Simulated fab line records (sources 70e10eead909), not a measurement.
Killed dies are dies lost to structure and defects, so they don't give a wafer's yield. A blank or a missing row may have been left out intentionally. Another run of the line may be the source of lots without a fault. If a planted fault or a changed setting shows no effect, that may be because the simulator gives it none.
fab line records ; flow nand_harc
record: lots: 5; wafers: 15; last_day: 34
route steps=1302 shown P_START@1 P_ZERO_WELL@2 END@1302
lots with no fault: from the same line, run without faults
start_h: the number of hours between the record's first day and the start of the first shown wafer of the lot ; wait_h: hours elapsed since this lot's preceding step ; " same as the row above ; L1.1+2: one row covering several wafers at once ; - value missing, or start not given ; * or withheld: withheld ; < > ~ a bound
route shown NAME@n: NAME is a module with steps in the file, n the number in the route of the first one ; usual: mean and standard deviation over wafers with no fault ; same: alike in all rows ; chamber/n: place in a boat ; sites: each site's reading ; _std_site: the values' standard deviation ; _edge_site: outer sites' mean less inner sites' ; radius_mm: for every site, how far away it sits from the centre of the wafer ; mask NAME#n: copy n ; behind: tool/chamber where the wafer was last shaped ; hold: reason for holding the lot/hours on hold/outcome of the hold ; device: the n, p or np transistor that did not switch ; end of line: tests run on the same wafers once the route is complete ; for a step that has no rows: nothing shown but its recipe ; killed: dies that structure and defects cost at the first sort, which is not the same as the wafer's yield ; map: per-die view of a wafer (x killed, . not killed, _ where there is no die)
set.NAME: setting as actually run; set.NAME@STEP: the setting as run at that earlier step ; model.NAME: the simulator's own value behind a step, which no gauge read
lots at some steps of the route; a table a step, a row a wafer
services: from which hour (start_h, from the record's first day; less than 0 if before it) a tool's chamber was out of use, for how many hours, and why
== steps ==
step: NHARC_P_START_INSPECT_01
usual: raw_defect_count: 3.4/1.9
lot.wafer;tool;chamber;start_h;wait_h;raw_defect_count
L161.3;defect_inspect-02;-;70.04;-;0
L161.4;defect_inspect-02;-;70.04;-;4
L161.5;defect_inspect-02;-;70.04;-;4
L170.2;defect_inspect-02;-;160.04;-;1
L170.5;defect_inspect-02;-;160.04;-;5
L170.6;defect_inspect-02;-;160.04;-;2
L173.1;defect_inspect-01;-;190.04;-;3
L173.2;defect_inspect-01;-;190.04;-;3
L173.4;defect_inspect-01;-;190.04;-;3
L176.1;defect_inspect-01;-;220.04;-;2
L176.3;defect_inspect-01;-;220.04;-;2
L176.4;defect_inspect-01;-;220.04;-;2
L179.1;defect_inspect-01;-;250.04;-;4
L179.3;defect_inspect-01;-;250.04;-;5
L179.4;defect_inspect-01;-;250.04;-;1
step: NHARC_P_ZERO_WELL_PRECLEAN_00
recipe: time_s: 600; temp_c: 120; chemistry: SPM
step: NHARC_P_ZERO_WELL_SRD_01
step: NHARC_P_ZERO_WELL_PECVD_02
recipe: target_thk_a: 100; temp_c: 400; pressure_torr: 6.5; rf_w: withheld; teos_flow_sccm: withheld; flow_sccm: 2650; target_thk_nm: 10; gas: O2; material: SiO2
step: NHARC_P_ZERO_WELL_DEHYDRATE_03
recipe: temp_c: 150; time_s: 120
step: NHARC_P_ZERO_WELL_HMDS_04
recipe: time_s: 30
step: NHARC_P_ZERO_WELL_COAT_64
recipe: temp_c: 200; time_s: 65
step: NHARC_P_ZERO_WELL_COAT_05
recipe: spin_rpm: 2000; resist_thk_nm: 600
step: NHARC_P_ZERO_WELL_SOFTBAKE_06
recipe: temp_c: 125; time_s: 70
usual: heater_power_total_W: 200.8/1.2; resist_line_temp_C: 22.99/0.1
lot.wafer;tool;chamber;start_h;wait_h;heater_power_total_W;resist_line_temp_C
L161.3;litho_track-03;0;70;-;198.9;22.79
L161.4;litho_track-03;0;70;-;210.8;22.96
L161.5;litho_track-03;0;70;-;199.2;22.99
L170.2;litho_track-02;0;160;-;202.1;22.98
L170.5;litho_track-02;0;160;-;199.2;22.99
L170.6;litho_track-02;0;160;-;199.8;22.98
L173.1;litho_track-07;0;190;-;202.3;22.90
L173.2;litho_track-07;0;190;-;202.6;22.84
L173.4;litho_track-07;0;190;-;202.2;23.02
L176.1;litho_track-03;0;220;-;202.7;23.03
L176.3;litho_track-03;0;220;-;199.7;22.87
L176.4;litho_track-03;0;220;-;202.1;22.97
L179.1;litho_track-02;0;250;-;202.1;22.76
L179.3;litho_track-02;0;250;-;202.6;22.82
L179.4;litho_track-02;0;250;-;199.5;22.91
step: NHARC_P_ZERO_WELL_EBR_07
step: NHARC_END_SORT_01
recipe: temp_c: 25
usual: killed_at_array: 58/19; killed_at_other: 1.1/1.2; killed_at_periphery: 3.8/2.4; killed_dies: 63/18; killed_open: 3.3/1.8; killed_short: 2.2/1.6
same: gross_dies: 677
lot.wafer;tool;chamber;start_h;wait_h;killed_at_array;killed_at_other;killed_at_periphery;killed_dies;killed_open;killed_short
L173.1;prober-01;0;723.56;2.5;64;0;7;71;2;1
L173.2;prober-01;0;724.35;2.8;55;3;5;63;3;1
L173.4;prober-01;0;725.93;3.4;55;2;0;57;3;0
killed by level:class
L173.1 A_SLIT:chamber_film_flake=30 A_CHANNEL_HOLE_D1:chamber_film_flake=10 A_STAIRCASE:chamber_film_flake=8 A_CHANNEL_HOLE_D2:chamber_film_flake=6 A_CONTACT:chamber_film_flake=6 P_CONTACT:chamber_film_flake=4 P_M2:chamber_film_flake=2 A_CHANNEL_FILL_D1:geometric_particle:short=1
L173.2 A_SLIT:chamber_film_flake=31 A_CHANNEL_HOLE_D1:chamber_film_flake=11 A_CONTACT:chamber_film_flake=6 A_CHANNEL_HOLE_D2:chamber_film_flake=3 THIN_TSV:chamber_film_flake=3 A_STAIRCASE:chamber_film_flake=2 P_CONTACT:geometric_particle:open=1 P_M1:geometric_particle:open=1
L173.4 A_SLIT:chamber_film_flake=31 A_CHANNEL_HOLE_D1:chamber_film_flake=7 A_CHANNEL_HOLE_D2:chamber_film_flake=7 A_CONTACT:chamber_film_flake=4 A_STAIRCASE:chamber_film_flake=2 THIN_TSV:chamber_film_flake=2 A_ONON_D1:geometric_particle:open=1 A_M0:geometric_particle:open=1
== services ==
tool;chamber;start_h;hours;kind
litho_track-02;-;52.00;7.0;pm
litho_track-07;-;76.00;7.0;pm
litho_track-07;-;97.28;-;consumable_replace:filter
litho_track-03;-;100.00;7.0;pm
litho_track-02;-;227.00;7.0;pm
litho_track-07;-;245.60;-;consumable_replace:filter
== key ==
first_sign: step: NHARC_P_ZERO_WELL_SOFTBAKE_06; reading: heater_power_total_W; direction: up; sigmas: 8; usual: *; struck: *
effect none on later readings
met_at NHARC_P_ZERO_WELL_SOFTBAKE_06
struck_wafers L161.4
tester_left_out L161
fault: kind: process_parameter_drift; tool: litho_track-03; chamber: -; onset_h: 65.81; steps: NHARC_P_ZERO_WELL_SOFTBAKE_06; channel: time_s; offset: *; shape: step; end_h: 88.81; scope: struck_wafers_only; acts_in: *; stated: *
tester_left_out: of these lots the tester's yield and bins aren't shown, on N5 and GAA mostly nor the transistor test; their killed dies are dies lost to structure and defects alone, not to doping, threshold or leakage, so they don't give the yield
